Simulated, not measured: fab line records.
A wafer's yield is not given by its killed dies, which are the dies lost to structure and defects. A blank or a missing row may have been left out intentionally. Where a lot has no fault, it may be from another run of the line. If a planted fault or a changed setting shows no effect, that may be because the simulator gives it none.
Split-lot experiment    flow n5 finfet    7 lots, 39 wafers read, on a route of 1938 steps

ABOUT THE SPLIT
At N5_SD_EPI_P_EPI_21 (deposits SiGe:B, time 355 s), the setting time s was moved away from the recipe's 355 s on 12 of the 39 wafers read, by -36.4% to +56.3%. All remaining wafers had this setting at the recipe value.

The split's own step is where the reading is taken.

THE READING
SiGe-B_of_SD_EPI_P_EPI_21.thk nm (the simulator's own value, which no gauge read), in nm, at N5_SD_EPI_P_EPI_21 (deposits SiGe:B, time 355 s). No usual value for it is given in the file. The 27 wafers here that ran the recipe average 61.1 nm, standard deviation 0.56 nm.

wafer   tool, chamber at the split  time s as run, s  against the recipe  SiGe-B_of_SD_EPI_P_EPI_21.thk nm, nm  against lot-mates on the recipe
L074.1  epi rpcvd-04, 0             291.2             -18.0%              53.4                                  -7.1
L074.3  epi rpcvd-04, 0             291.2             -18.0%              53.4                                  -7.1
L074.2  epi rpcvd-04, 0             291.2             -18.0%              53.2                                  -7.3
L074.4  epi rpcvd-04, 0             355               recipe              60.4                                  -
L074.5  epi rpcvd-04, 0             355               recipe              61.2                                  -
L074.6  epi rpcvd-04, 0             355               recipe              60                                    -
L076.1  epi rpcvd-04, 0             225.7             -36.4%              41.8                                  -18.9
L076.2  epi rpcvd-04, 0             355               recipe              60.8                                  -
L076.3  epi rpcvd-04, 0             225.7             -36.4%              42.4                                  -18.3
L076.4  epi rpcvd-04, 0             355               recipe              60.6                                  -
L076.5  epi rpcvd-04, 0             355               recipe              60.6                                  -
L076.6  epi rpcvd-04, 0             225.7             -36.4%              41.2                                  -19.5
L077.1  epi rpcvd-02, 0             288.5             -18.7%              54.4                                  -6.7
L077.2  epi rpcvd-02, 0             355               recipe              61.2                                  -
L077.3  epi rpcvd-02, 0             288.5             -18.7%              53.8                                  -7.3
L077.4  epi rpcvd-02, 0             355               recipe              60.8                                  -
L077.5  epi rpcvd-02, 0             355               recipe              61.4                                  -
L077.6  epi rpcvd-02, 0             288.5             -18.7%              53.4                                  -7.7
L078.1  epi rpcvd-04, 0             355               recipe              60                                    -
L078.2  epi rpcvd-04, 0             355               recipe              61                                    -
L078.5  epi rpcvd-04, 0             355               recipe              61.4                                  -
L091.1  epi rpcvd-04, 0             355               recipe              60.6                                  -
L091.2  epi rpcvd-04, 0             355               recipe              60.6                                  -
L091.3  epi rpcvd-04, 0             355               recipe              60.8                                  -
L091.4  epi rpcvd-04, 0             355               recipe              60.8                                  -
L091.5  epi rpcvd-04, 0             355               recipe              60.8                                  -
L091.6  epi rpcvd-04, 0             355               recipe              61                                    -
L093.1  epi rpcvd-04, 0             355               recipe              61.8                                  -
L093.6  epi rpcvd-04, 0             355               recipe              61.8                                  -
L093.2  epi rpcvd-04, 0             355               recipe              62                                    -
L093.5  epi rpcvd-04, 0             355               recipe              62                                    -
L093.3  epi rpcvd-04, 0             355               recipe              61.6                                  -
L093.4  epi rpcvd-04, 0             355               recipe              61.6                                  -
L095.1  epi rpcvd-04, 0             555               +56.3%              82.8                                  +21.3
L095.2  epi rpcvd-04, 0             355               recipe              62                                    -
L095.3  epi rpcvd-04, 0             555               +56.3%              83.4                                  +21.9
L095.4  epi rpcvd-04, 0             355               recipe              61.4                                  -
L095.5  epi rpcvd-04, 0             555               +56.3%              83.2                                  +21.7
L095.6  epi rpcvd-04, 0             355               recipe              61                                    -

THE FIT
A straight line over all 39 wafers: SiGe-B_of_SD_EPI_P_EPI_21.thk nm changes by +0.428 nm for each +1% of time s; r = +0.99; the points scatter about the line by 1.3 nm.
The same after taking each lot's own level away (the mean of its wafers on the recipe; 39 wafers): +0.419 nm for each +1%; r = +0.99; scatter 1.2 nm.
On that fit, the largest move of time s shifts the reading by 24 nm.
Measured against the standard deviation above, the lots' own levels, which go from 60.53 to 61.80 nm, span 2.2 times it.
Hence the lot-to-lot level has little effect on the slope; both slopes agree.
Check: +23.8 nm against its lot-mates is what the line predicts for one of the wafers moved furthest among these (+56.3%) when that wafer is left out of the fit. Against them it came out at +21.3 nm.

ADDITIONAL SPLITS CARRIED BY THESE WAFERS
Other splits were also applied to these wafers ahead of the reading. Each is held against what the fit with the lots' levels taken away leaves over:
other split on the same wafers                     wafers away from the commonest value  r with SiGe-B_of_SD_EPI_P_EPI_21.thk nm (lot level and that fit taken away)
N5_PMOS_HMC_CHANNEL_EPI_DEVELOP_08 develop time s  12                                    -0.28
N5_FIN_CUT_ETCH_21 time s                          9                                     +0.10

THE WHOLE CHAIN: every reading that the file lists as answering this split, in the file's order
step                     what it does                 reading                                                                            change (the file's fit)               r (the file's)
N5_SD_EPI_P_EPI_21       deposits SiGe:B, time 355 s  SiGe-B_of_SD_EPI_P_EPI_21.thk nm (the simulator's own value, which no gauge read)  +0.42 nm for each +1% of the setting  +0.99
N5_SD_EPI_P_EPI_MEAS_23                               thk nm                                                                             withheld for each +1% of the setting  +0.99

FILE'S OWN FIT
SiGe-B_of_SD_EPI_P_EPI_21.thk nm changes by +0.42 nm for each +1% of time s, r = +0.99.
